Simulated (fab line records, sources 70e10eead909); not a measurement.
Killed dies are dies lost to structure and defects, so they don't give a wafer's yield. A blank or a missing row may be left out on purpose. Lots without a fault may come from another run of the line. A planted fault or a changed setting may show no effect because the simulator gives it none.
Chamber matching | flow nand_harc | NHARC_A_CHANNEL_FILL_D1_ALD_25 on ald_hk-04: 4 sister chambers
The step deposits SiOx, target thk 60 nm, pulse time 10 s, ald cycles 600. 16 wafers are shown with their chamber, then 8 later ones without.

WAFERS WITH THEIR CHAMBER
wafer  | chamber | heater_power_w (W) | precursor_pulse_height_rel
L074.1 | 0       | 443                | 0.994
L074.2 | 2       | 457                | 0.982
L074.6 | 0       | 445                | 1.002
L076.2 | 2       | 457                | 0.995
L076.3 | 0       | 448                | 1.000
L076.5 | 3       | 483                | 0.949
L081.4 | 2       | 452                | 0.960
L081.2 | 0       | 451                | 0.977
L081.6 | 2       | 452                | 0.993
L082.4 | 1       | 461                | 1.008
L082.1 | 0       | 451                | 1.020
L082.6 | 1       | 464                | 0.965
L087.1 | 0       | 447                | 0.989
L087.4 | 1       | 465                | 0.968
L087.2 | 3       | 479                | 0.986
L087.3 | 2       | 465                | 1.023

SIGNATURES (means of the wafers above)
reading                    | chamber 0 | chamber 1 | chamber 2 | chamber 3 | scatter within a chamber
heater_power_w             | 447.50    | 463.33    | 456.60    | 481.00    | 3.89
precursor_pulse_height_rel | 0.99700   | 0.98033   | 0.99060   | 0.96750   | 0.0203
Rule: a wafer's distance from a chamber is the root of the sum, over the readings, of the square of ((its reading less the chamber's mean) divided by the reading's scatter). The wafer belongs to the nearest chamber; if the next one is less than 2 further off, it can't be placed. The scatter: the root of (the sum of the squares of (reading less its chamber's mean) over the shown wafers, divided by (wafers less chambers)).

WAFERS WITHOUT THEIR CHAMBER
wafer  | heater_power_w (W) | precursor_pulse_height_rel
L087.5 | 453                | 0.998
L087.6 | 448                | 1.013
L096.1 | 440                | 1.005
L096.3 | 466                | 0.995
L096.5 | 468                | 1.001
L094.4 | 475                | 0.986
L094.3 | 460                | 0.997
L094.5 | 443                | 1.033

WHICH CHAMBER EACH WENT THROUGH
wafer  | from the rows above          | in truth
L087.5 | can't be placed: 2 or 0 or 1 | 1
L087.6 | can't be placed: 0 or 2      | 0
L096.1 | 0                            | 0
L096.3 | can't be placed: 1 or 2      | 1
L096.5 | can't be placed: 1 or 2      | 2
L094.4 | can't be placed: 3 or 1      | 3
L094.3 | can't be placed: 2 or 1      | 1
L094.5 | can't be placed: 0 or 2      | 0
Placed correctly: 1 of 8. Can't be placed from these rows: 7 (the true chamber is among the candidates in 7). Placed wrongly: 0.
